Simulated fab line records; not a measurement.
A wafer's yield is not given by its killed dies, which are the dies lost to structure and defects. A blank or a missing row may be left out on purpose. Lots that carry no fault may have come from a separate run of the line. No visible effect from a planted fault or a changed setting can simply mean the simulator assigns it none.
One fault seen from 2 desks -- flow nand harc -- every desk sees just its own numbers, and what lay behind them comes last

## THE DEFECT DESK
What the inspections along the route counted, lot by lot: means of the sampled wafers that have a number. Marked OUT: a lot whose mean sits more than 4 standard deviations from the usual mean, which makes it out of limits; the brackets give that distance.
Columns: A = raw defect count at NHARC_THIN_TSV_INSPECT_40, usual 578
lot,first seen here,A
L610,day 24 22:52,621
L614,day 25 04:46,495
L616,day 25 21:29,538
L615,day 26 00:39,581
L622,day 28 21:47,489
L624,day 29 17:40,474
L625,day 30 01:27,656
L626,day 31 05:19,663
L628,day 31 05:19,911
L629,day 31 16:29,984 (+4.5) OUT
L633,day 33 21:16,583
This desk's verdict: out of limits on L629, starting with L629 at day 31 16:29 (raw defect count at NHARC_THIN_TSV_INSPECT_40). Within limits: L610, L614, L616, L615, L622, L624, L625, L626, L628, L633.

## TOOL OWNER'S DESK, wet bench-08
The tool's own readings at NHARC_THIN_TSV_STRIP_57 (strips in post etch residue remover, time 1200 s): means of the sampled wafers that have a number, for each lot that ran on this tool. Marked OUT: a lot whose mean sits more than 4 standard deviations from the usual mean, which makes it out of limits; the brackets give that distance.
Columns: A = bath heat duty pct at NHARC_THIN_TSV_STRIP_57, usual 14.0 %
lot,first seen here,A
L610,day 24 19:47,14.0
L614,day 24 23:43,13.3
L616,day 25 14:59,15.0
L615,day 25 19:34,12.5
L622,day 28 18:28,15.3
L625,day 29 20:29,14.6
L626,day 31 00:22,13.3
L628,day 31 01:42,13.7
L629,day 31 12:43,15.5
This desk's finding: nothing out of limits on any of the 9 lots.

## PUT TOGETHER
The defect desk could have raised an alarm at day 31 16:29, on L629.
The tool owner's desk saw nothing out of limits.
Tool owner's desk: L629 on record, inside its limits.
On wet bench-08, each named lot ran NHARC_THIN_TSV_STRIP_57.

## WHAT HAD BEEN PUT IN BY THE SIMULATOR
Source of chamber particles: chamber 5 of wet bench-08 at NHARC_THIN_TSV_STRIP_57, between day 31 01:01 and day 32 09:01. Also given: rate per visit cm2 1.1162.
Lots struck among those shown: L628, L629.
Hours from the fault's start to each desk's first reading out of limits: the defect desk, 15.
